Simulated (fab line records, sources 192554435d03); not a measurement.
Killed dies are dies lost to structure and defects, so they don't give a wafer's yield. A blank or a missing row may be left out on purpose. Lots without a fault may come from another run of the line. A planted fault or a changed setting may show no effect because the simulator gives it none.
A struck lot beside a sound one | flow n5_finfet | 37 steps out of a route of 1938
Sound: wafers L528.3, L528.4, L528.6. Struck: wafers L517.3, L517.5, L517.6. The cause comes at the end.
At each step with rows: each side's tool, then ch and its chambers, then its first start. Under that, the readings that differ: sound wafers | struck wafers | difference of the means | sigmas: that difference in standard deviations of wafers without a fault.
alike: readings whose means differ by less than 2 such deviations, and words and numbers that are the same on both sides. not compared: withheld readings, readings that some wafer has no value for, bounds like >300 that may hide the same value, and numbers for which the record gives no deviation and whose values overlap.
The two part at a step that has a row with sigmas, a row that says differs or no value, or rows on one side only. Numbers that don't overlap but have no deviation are shown without sigmas and don't part them. A reading that every wafer of one side lacks parts them only if that side has two wafers or more.

first, 9 steps without rows for these wafers: N5_SDB_PRECLEAN_38 (cleans in dHF, time 10 s); N5_SDB_PRECLEAN_39 (cleans in O3/DIW, time 45 s); N5_SDB_SRD_28 (time 30 s); N5_SDB_ALD_29 (deposits SiNx, target thk 30 nm, pulse time 1 s, ald cycles 600); N5_SDB_CMP_30 (polishes, stops on poly-Si, t overpolish 1.54 s, target thk 30 nm); N5_DUMMY_REMOVAL_HM_STRIP_01 (strips SiNx in CH3F/O2, stops on poly-Si, target depth 4 nm, time 6.8 s); N5_DUMMY_REMOVAL_STRIP_10 (strips in N2/H2, time 40 s); N5_DUMMY_REMOVAL_PRECLEAN_07 (cleans in dHF, time 30 s); N5_DUMMY_REMOVAL_DUMMY_REMOVE_02 (chemistry TMAH, target poly-Si, stops on SiO2, target depth 142 nm, time 57 s, rinse time 30 s).
N5_DUMMY_REMOVAL_PRECLEAN_08: cleans in NF3:NH3, afs cycles 2, time 20 s, sublimation time 60 s.
  sound on remote_plasma-02 ch 1, day 8 23:43; struck on remote_plasma-02 ch 0, day 6 04:48
  alike: rf_power_w
then, 26 steps without rows for these wafers: N5_DUMMY_REMOVAL_PRECLEAN_04 (cleans in DHF, time 37 s); N5_DUMMY_REMOVAL_SRD_05 (time 30 s); N5_HKMG_FIN_IL_REGROW_00 (material SiO2, chemistry O3, target thk 0.75 nm, time 30 s); N5_HKMG_FIN_HK_ALD_01 (deposits HfO2, target thk 1.6 nm, pulse time 3 s, purge time 3 s); N5_HKMG_FIN_HK_ANNEAL_02 (time 30 s); N5_HKMG_FIN_ALD_74 (deposits La2O3, target thk 0.5 nm, pulse time 6 s, co reactant pulse time 1 s); N5_HKMG_FIN_ALD_75 (deposits Al2O3, target thk 1 nm, co reactant pulse time 1 s); N5_HKMG_FIN_COAT_41 (time 60 s, resist thk 300 nm); N5_HKMG_FIN_COAT_42 (time 60 s, resist thk 35 nm); N5_HKMG_FIN_COAT_43 (resist thk 90 nm); N5_HKMG_FIN_EBR_45; N5_HKMG_FIN_SOFTBAKE_44 (time 60 s); N5_HKMG_FIN_EXPOSE_46 (exposes mask NDIPOLE); N5_HKMG_FIN_PEB_47 (peb time 60 s); N5_HKMG_FIN_DEVELOP_48 (develop time 30 s); N5_HKMG_FIN_DESCUM_53 (chemistry O2, time 7.9 s); N5_HKMG_FIN_ETCH_54 (etches SiARC in CF4, target depth 45.5 nm, time 75.8 s); N5_HKMG_FIN_ETCH_55 (etches SOC in N2/H2, target depth 240 nm, time 300 s); N5_HKMG_FIN_STRIP_56 (strips in N2/H2); N5_HKMG_FIN_STRIP_57 (strips in CF4); N5_HKMG_FIN_ETCH_58 (etches SOC in N2/H2, target depth 215.8 nm, time 741 s); N5_HKMG_FIN_STRIP_93 (strips SOC in N2/H2, time 20 s); N5_HKMG_FIN_WET_ETCH_76 (etches Al2O3 in dNH4OH, stops on La2O3, target depth 2.25 nm, rinse time 30 s); N5_HKMG_FIN_STRIP_60 (strips in N2/H2, time 360 s); N5_HKMG_FIN_WET_ETCH_77 (etches La2O3 in dHCl, stops on HfO2, target depth 2 nm); N5_HKMG_FIN_WET_ETCH_78 (etches Al2O3 in dNH4OH, stops on La2O3, target depth 4.5 nm, rinse time 30 s).
-- the record jumps here: 9 days lie between the struck wafers' starts before and after (it left off in module HKMG_FIN and takes up again in module PASSIVATION, whose first step shown is number 1936 of the route) --
N5_PASSIVATION_PROBE_49:
  the record has rows for the struck wafers here (prober-01, day 15 06:11) and none for the sound ones

WHERE THEY PART
Only at N5_PASSIVATION_PROBE_49, within this record.

WHY: what the simulator had put in
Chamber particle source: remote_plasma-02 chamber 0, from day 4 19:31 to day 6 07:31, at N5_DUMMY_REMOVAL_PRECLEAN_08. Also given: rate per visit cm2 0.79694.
